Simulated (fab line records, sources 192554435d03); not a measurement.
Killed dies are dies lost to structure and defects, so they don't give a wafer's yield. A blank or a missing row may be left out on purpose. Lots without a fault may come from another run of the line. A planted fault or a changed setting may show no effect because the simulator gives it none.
Chamber matching | flow n5_finfet | N5_BEOL_M5_DESCUM_33 on rie_diel-05: 4 sister chambers
The step chemistry O2, time 7 s. 14 wafers are shown with their chamber, then 7 later ones without.

WAFERS WITH THEIR CHAMBER
wafer  | chamber | drypump_motor_current_A (A) | throttle_valve_pct (%) | oes_product_au (a.u.)
L078.1 | 3       | 6.4                         | 20.69                  | 0.75
L078.3 | 1       | 5.3                         | 20.22                  | 0.89
L078.5 | 1       | 5.3                         | 20.21                  | 0.89
L080.3 | 0       | 5.8                         | 20.34                  | 0.68
L080.5 | 0       | 5.8                         | 20.34                  | 0.68
L080.6 | 1       | 5.3                         | 20.21                  | 0.88
L083.1 | 1       | 5.3                         | 20.22                  | 0.86
L083.4 | 0       | 5.8                         | 20.33                  | 0.67
L083.6 | 2       | 6.2                         | 20.38                  | 0.90
L084.1 | 1       | 5.4                         | 20.23                  | 0.87
L084.2 | 2       | 6.2                         | 20.40                  | 0.91
L084.4 | 3       | 6.3                         | 20.73                  | 0.75
L087.2 | 3       | 6.4                         | 20.73                  | 0.74
L087.3 | 2       | 6.2                         | 20.41                  | 0.90

SIGNATURES (means of the wafers above)
reading                 | chamber 0 | chamber 1 | chamber 2 | chamber 3 | scatter within a chamber
drypump_motor_current_A | 5.800     | 5.320     | 6.200     | 6.367     | 0.0383
throttle_valve_pct      | 20.3367   | 20.2180   | 20.3967   | 20.7167   | 0.0137
oes_product_au          | 0.6767    | 0.8780    | 0.9033    | 0.7467    | 0.00938
Rule: a wafer's distance from a chamber is the root of the sum, over the readings, of the square of ((its reading less the chamber's mean) divided by the reading's scatter). The wafer belongs to the nearest chamber; if the next one is less than 2 further off, it can't be placed. The scatter: the root of (the sum of the squares of (reading less its chamber's mean) over the shown wafers, divided by (wafers less chambers)).

WAFERS WITHOUT THEIR CHAMBER
wafer  | drypump_motor_current_A (A) | throttle_valve_pct (%) | oes_product_au (a.u.)
L087.5 | 6.2                         | 20.41                  | 0.91
L092.1 | 6.4                         | 20.73                  | 0.73
L092.2 | 6.2                         | 20.42                  | 0.88
L092.5 | 6.2                         | 20.42                  | 0.88
L091.1 | 6.2                         | 20.44                  | 0.87
L091.4 | 5.3                         | 20.26                  | 0.85
L091.6 | 6.2                         | 20.42                  | 0.87

WHICH CHAMBER EACH WENT THROUGH
wafer  | from the rows above | in truth
L087.5 | 2                   | 2
L092.1 | 3                   | 3
L092.2 | 2                   | 2
L092.5 | 2                   | 2
L091.1 | 2                   | 2
L091.4 | 1                   | 1
L091.6 | 2                   | 2
Placed correctly: 7 of 7. Can't be placed from these rows: 0. Placed wrongly: 0.
